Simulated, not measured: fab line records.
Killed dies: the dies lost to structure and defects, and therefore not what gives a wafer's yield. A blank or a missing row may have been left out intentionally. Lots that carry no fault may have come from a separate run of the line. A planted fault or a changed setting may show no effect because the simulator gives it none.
fab line records -- flow n5_finfet -- part 2 of 2: steps 26 to 35 of 35
record lots=5, wafers=15, last_day=17
route steps=1938 shown BEOL_M3@936
lots with no fault: from the same line, run without faults
start_h: the number of hours between the record's first day and the start of the first shown wafer of the lot -- wait_h: hours since the lot's step before -- " the same as in the row above -- L1.1+2: a single row standing in for several wafers -- - no value, or no start given -- * or withheld: withheld -- < > ~ a bound
route shown NAME@n: names a module that has steps shown in the file, with the first one's number in the route -- usual: average and standard deviation across the fault-free wafers -- same: alike in all rows -- chamber/n: place in a boat -- sites: each site's reading -- _std_site: the standard deviation of these -- _edge_site: inner sites' mean taken away from outer sites' mean -- radius_mm: how far each site lies from the wafer's centre -- mask NAME#n: copy n -- behind: tool/chamber where the wafer was last shaped -- hold: the reason the lot was held/the length of the hold in hours/how it ended -- device: which transistor (n, p or np) failed to switch -- end of line: the same wafers' tests at the end of the route -- for a step that has no rows: nothing shown but its recipe -- killed: not the wafer's yield, but the dies lost to structure and defects at the first sort -- map: shows each die of a wafer: x if killed, . if not, _ if none is there
set.NAME: the setting the step ran with; set.NAME@STEP: the setting that earlier step ran with -- model.NAME: the simulator's own value behind a step, which no gauge read
lots seen at some steps along the route; tables by step, rows by wafer
services: from which hour (start_h, from the record's first day; less than 0 if before it) a tool's chamber was out of use, for how many hours, and why
## steps
# step N5_BEOL_M3_EBR_24
# recipe solvent=PGMEA, ebr_width_mm=1.5
lot.wafer,tool,chamber,start_h,wait_h
L079.1+3+5,litho_track-01,0,-,-
L081.1+2+4,litho_track-01,0,-,-
L084.2+4+5,litho_track-05,0,-,-
L086.1+2+6,litho_track-05,0,-,-
L094.2+3+4,litho_track-01,0,-,-
# step N5_BEOL_M3_SOFTBAKE_23
# recipe temp_c=110, time_s=60, resist=CAR-EUV
lot.wafer,tool,chamber,start_h,wait_h
L079.1+3+5,litho_track-01,0,-,-
L081.1+2+4,litho_track-01,0,-,-
L084.2+4+5,litho_track-05,0,-,-
L086.1+2+6,litho_track-05,0,-,-
L094.2+3+4,litho_track-01,0,-,-
# step N5_BEOL_M3_EXPOSE_25
# recipe mask_id=V2, na=0.33, source_shape=quasar, sigma_inner=0.2, sigma_outer=0.8, polarization=unpolarized, defocus_nm=5, dose_mj=63
lot.wafer,tool,chamber,start_h,wait_h,mask
L079.1+3+5,euv_scanner-01,0,177.52,-,V2#0
L081.1+2+4,euv_scanner-01,0,192.37,-,V2#0
L084.2+4+5,euv_scanner-01,0,207.32,-,V2#0
L086.1+2+6,euv_scanner-01,0,222.11,-,V2#0
L094.2+3+4,euv_scanner-01,0,268.63,-,V2#0
# step N5_BEOL_M3_PEB_26
# recipe peb_temp_c=100, peb_time_s=60, resist=CAR-EUV
lot.wafer,tool,chamber,start_h,wait_h
L079.1+3+5,litho_track-01,0,177.60,0.1
L081.1+2+4,litho_track-03,0,192.45,0.1
L084.2+4+5,litho_track-03,0,207.39,0.1
L086.1+2+6,litho_track-05,0,222.19,0.1
L094.2+3+4,litho_track-03,0,268.70,0.1
# step N5_BEOL_M3_DEVELOP_27
# recipe develop_time_s=30, developer=TMAH, resist=CAR-EUV, rinse_liquid=surfactant_rinse, dry=air_spin, dev_temp_c=23
lot.wafer,tool,chamber,start_h,wait_h
L079.1+3+5,litho_track-01,0,-,-
L081.1+2+4,litho_track-03,0,-,-
L084.2+4+5,litho_track-03,0,-,-
L086.1+2+6,litho_track-05,0,-,-
L094.2+3+4,litho_track-03,0,-,-
# step N5_BEOL_M3_CD_MEAS_28
# recipe target_cd_nm=25.7, landing_energy_ev=500, detector=se_inlens, target_cd_y_nm=23.3, polarity=opening
# usual cd_nm=25.73/0.23
lot.wafer,tool,chamber,start_h,wait_h,cd_nm
L079.1,cd_sem-01,0,177.67,-,25.63
L079.3,cd_sem-01,0,177.67,-,25.76
L079.5,cd_sem-01,0,177.67,-,25.84
L081.1,cd_sem-01,0,192.51,-,25.65
L081.2,cd_sem-01,0,192.51,-,25.69
L081.4,cd_sem-01,0,192.51,-,25.56
L084.2,cd_sem-03,0,207.46,-,25.48
L084.4,cd_sem-03,0,207.46,-,25.27
L084.5,cd_sem-03,0,207.46,-,25.56
L086.1,cd_sem-02,0,222.26,-,25.57
L086.2,cd_sem-02,0,222.26,-,25.52
L086.6,cd_sem-02,0,222.26,-,25.60
L094.2,cd_sem-03,0,268.76,-,25.83
L094.3,cd_sem-03,0,268.76,-,25.81
L094.4,cd_sem-03,0,268.76,-,25.59
# step N5_BEOL_M3_OVL_MEAS_29
# recipe points_per_wafer=522
# usual V2_OVL=0.1/0.65
lot.wafer,tool,chamber,start_h,wait_h,V2_OVL[nm]
L079.1,overlay-02,0,177.70,0.0,0.5
L079.3,overlay-02,0,177.70,0.0,-0.5
L079.5,overlay-02,0,177.70,0.0,0.2
L081.1,overlay-02,0,192.54,0.0,0.7
L081.2,overlay-02,0,192.54,0.0,-0.3
L081.4,overlay-02,0,192.54,0.0,0.0
L084.2,overlay-01,0,207.49,0.0,-1.1
L084.4,overlay-01,0,207.49,0.0,-0.6
L084.5,overlay-01,0,207.49,0.0,-0.6
L086.1,overlay-01,0,222.29,0.0,0.5
L086.2,overlay-01,0,222.29,0.0,-0.2
L086.6,overlay-01,0,222.29,0.0,0.9
L094.2,overlay-02,0,268.80,0.0,-0.1
L094.3,overlay-02,0,268.80,0.0,1.1
L094.4,overlay-02,0,268.80,0.0,0.0
# step N5_BEOL_M3_INSPECT_30
# recipe mode=adi, inspect_instrument=brightfield
# usual raw_defect_count=430/91
lot.wafer,tool,chamber,start_h,wait_h,raw_defect_count
L079.1,defect_inspect-02,-,177.75,0.1,394
L079.3,defect_inspect-02,-,177.75,0.1,369
L079.5,defect_inspect-02,-,177.75,0.1,425
L081.1,defect_inspect-01,-,192.60,0.1,371
L081.2,defect_inspect-01,-,192.60,0.1,425
L081.4,defect_inspect-01,-,192.60,0.1,488
L084.2,defect_inspect-01,-,207.55,0.0,378
L084.4,defect_inspect-01,-,207.55,0.0,428
L084.5,defect_inspect-01,-,207.55,0.0,311
L086.1,defect_inspect-01,-,222.35,0.1,413
L086.2,defect_inspect-01,-,222.35,0.1,306
L086.6,defect_inspect-01,-,222.35,0.1,448
L094.2,defect_inspect-01,-,268.85,0.0,414
L094.3,defect_inspect-01,-,268.85,0.0,438
L094.4,defect_inspect-01,-,268.85,0.0,363
# step N5_BEOL_M3_DESCUM_33
# recipe chemistry=O2, time_s=7, source_power_w=50, bias_power_w=20, pressure_mtorr=20, rf_frequency_hz=2.712e+07, temp_c=40, resist=CAR-EUV, o2_flow_sccm=225
# usual drypump_motor_current_A=5.8/0.34, oes_product_au=0.79/0.088, rf_vpp_V=243.3/1.1, showerhead_plenum_p_Torr=2.10/0.051, throttle_valve_pct=20.5/0.32
lot.wafer,tool,chamber,start_h,wait_h,drypump_motor_current_A,oes_product_au,rf_hours_counter_h,rf_vpp_V,showerhead_plenum_p_Torr,throttle_valve_pct
L079.1,rie_diel-03,1,177.79,0.0,6.1,0.75,167,242.6,2.18,20.8
L079.3,rie_diel-03,2,177.79,0.0,6.3,0.93,16,243.1,2.06,20.2
L079.5,rie_diel-03,2,177.79,0.0,6.3,0.94,-,242.8,2.06,20.2
L081.1,rie_diel-04,1,192.69,0.1,5.5,0.68,222,243.5,2.16,20.5
L081.2,rie_diel-04,3,192.69,0.1,5.5,0.79,120,243.5,2.10,20.4
L081.4,rie_diel-04,0,192.69,0.1,6.3,0.98,1,242.9,2.06,20.5
L084.2,rie_diel-03,0,207.61,0.1,5.6,0.87,56,242.0,2.03,19.8
L084.4,rie_diel-03,2,207.61,0.1,6.3,0.91,25,243.6,2.06,20.2
L084.5,rie_diel-03,0,207.61,0.1,5.6,0.87,-,241.6,2.03,19.8
L086.1,rie_diel-04,0,222.38,0.0,6.3,0.92,12,242.5,2.05,20.6
L086.2,rie_diel-04,2,222.38,0.0,5.6,0.80,117,242.7,2.01,20.4
L086.6,rie_diel-04,0,222.38,0.0,6.3,0.92,-,242.4,2.05,20.5
L094.2,rie_diel-06,3,268.88,0.0,5.8,0.86,35,244.2,2.13,20.0
L094.3,rie_diel-06,2,268.88,0.0,5.2,0.81,105,242.5,2.11,20.7
L094.4,rie_diel-06,1,268.88,0.0,5.9,0.68,244,243.2,2.06,21.0
# step N5_BEOL_M3_ETCH_77
# recipe chemistry=N2/H2, target=underlayer, target_depth_a=65, mask_material=CAR-EUV, time_s=5.2, ion_energy_ev=200, pressure_mtorr=30, source_w=840, bias_w=150, n2_flow_sccm=200, h2_flow_sccm=200, ends=cleared
# usual drypump_motor_current_A=5.8/0.34, etch_rf_on_time_s=5.17/0.068, oes_product_au=0.68/0.073, rf_vpp_V=524.1/2.1, showerhead_plenum_p_Torr=2.56/0.061, throttle_valve_pct=17.9/0.32
lot.wafer,tool,chamber,start_h,wait_h,drypump_motor_current_A,etch_rf_on_time_s,oes_product_au,rf_hours_counter_h,rf_vpp_V,showerhead_plenum_p_Torr,throttle_valve_pct
L079.1,rie_diel-03,1,177.82,0.0,6.1,5.26,0.64,167,528.1,2.64,18.3
L079.3,rie_diel-03,2,177.82,0.0,6.3,5.10,0.80,17,521.9,2.48,17.6
L079.5,rie_diel-03,2,177.82,0.0,6.3,5.11,0.79,-,522.2,2.48,17.6
L081.1,rie_diel-04,1,192.73,0.0,5.5,5.18,0.59,222,524.8,2.62,18.0
L081.2,rie_diel-04,3,192.73,0.0,5.5,5.10,0.68,120,526.1,2.55,17.8
L081.4,rie_diel-04,0,192.73,0.0,6.3,5.18,0.82,1,523.3,2.50,17.9
L084.2,rie_diel-03,0,207.64,0.0,5.6,5.07,0.75,56,521.9,2.48,17.3
L084.4,rie_diel-03,2,207.64,0.0,6.3,5.03,0.78,25,521.5,2.48,17.6
L084.5,rie_diel-03,0,207.64,0.0,5.7,5.16,0.73,-,520.6,2.48,17.3
L086.1,rie_diel-04,0,222.42,0.0,6.3,5.17,0.79,12,522.9,2.50,18.0
L086.2,rie_diel-04,2,222.42,0.0,5.7,5.17,0.69,117,519.7,2.45,18.0
L086.6,rie_diel-04,0,222.42,0.0,6.3,5.18,0.78,-,522.5,2.50,18.0
L094.2,rie_diel-06,3,268.92,0.0,5.8,5.08,0.73,35,525.7,2.59,17.5
L094.3,rie_diel-06,2,268.92,0.0,5.2,5.10,0.67,105,523.7,2.56,18.1
L094.4,rie_diel-06,1,268.92,0.0,5.9,5.23,0.59,244,521.9,2.50,18.4
## services
tool,chamber,start_h,hours,kind
euv_scanner-01,-,154.28,1.0,pm
euv_scanner-02,-,161.11,0.4,repair
rie_diel-04,-,163.06,1.1,repair
euv_scanner-02,-,166.95,1.0,repair
rie_metal-01,0,169.44,23.2,repair
rie_diel-04,0,170.61,-,clean
rie_diel-04,0,170.61,-,consumable_replace:focus_ring
rie_diel-04,0,170.61,19.5,scheduled_down
rie_diel-04,0,170.61,19.5,vent_cycle
euv_scanner-02,-,173.37,1.0,pm
euv_scanner-02,-,181.48,2.6,repair
euv_scanner-02,-,190.54,5.8,pm
rie_diel-04,3,206.29,13.1,repair
euv_scanner-01,-,210.43,1.0,pm
euv_scanner-02,-,228.60,1.3,repair
euv_scanner-02,-,229.92,1.0,pm
litho_track-03,-,230.39,-,consumable_replace:filter
euv_scanner-02,-,233.02,1.0,repair
euv_scanner-02,-,239.56,21.8,repair
rie_diel-06,0,255.87,-,clean
euv_scanner-01,-,261.38,4.6,pm
rie_metal-02,-,264.03,0.2,repair
euv_scanner-01,-,266.58,1.0,pm
rie_diel-03,0,268.67,3.8,repair
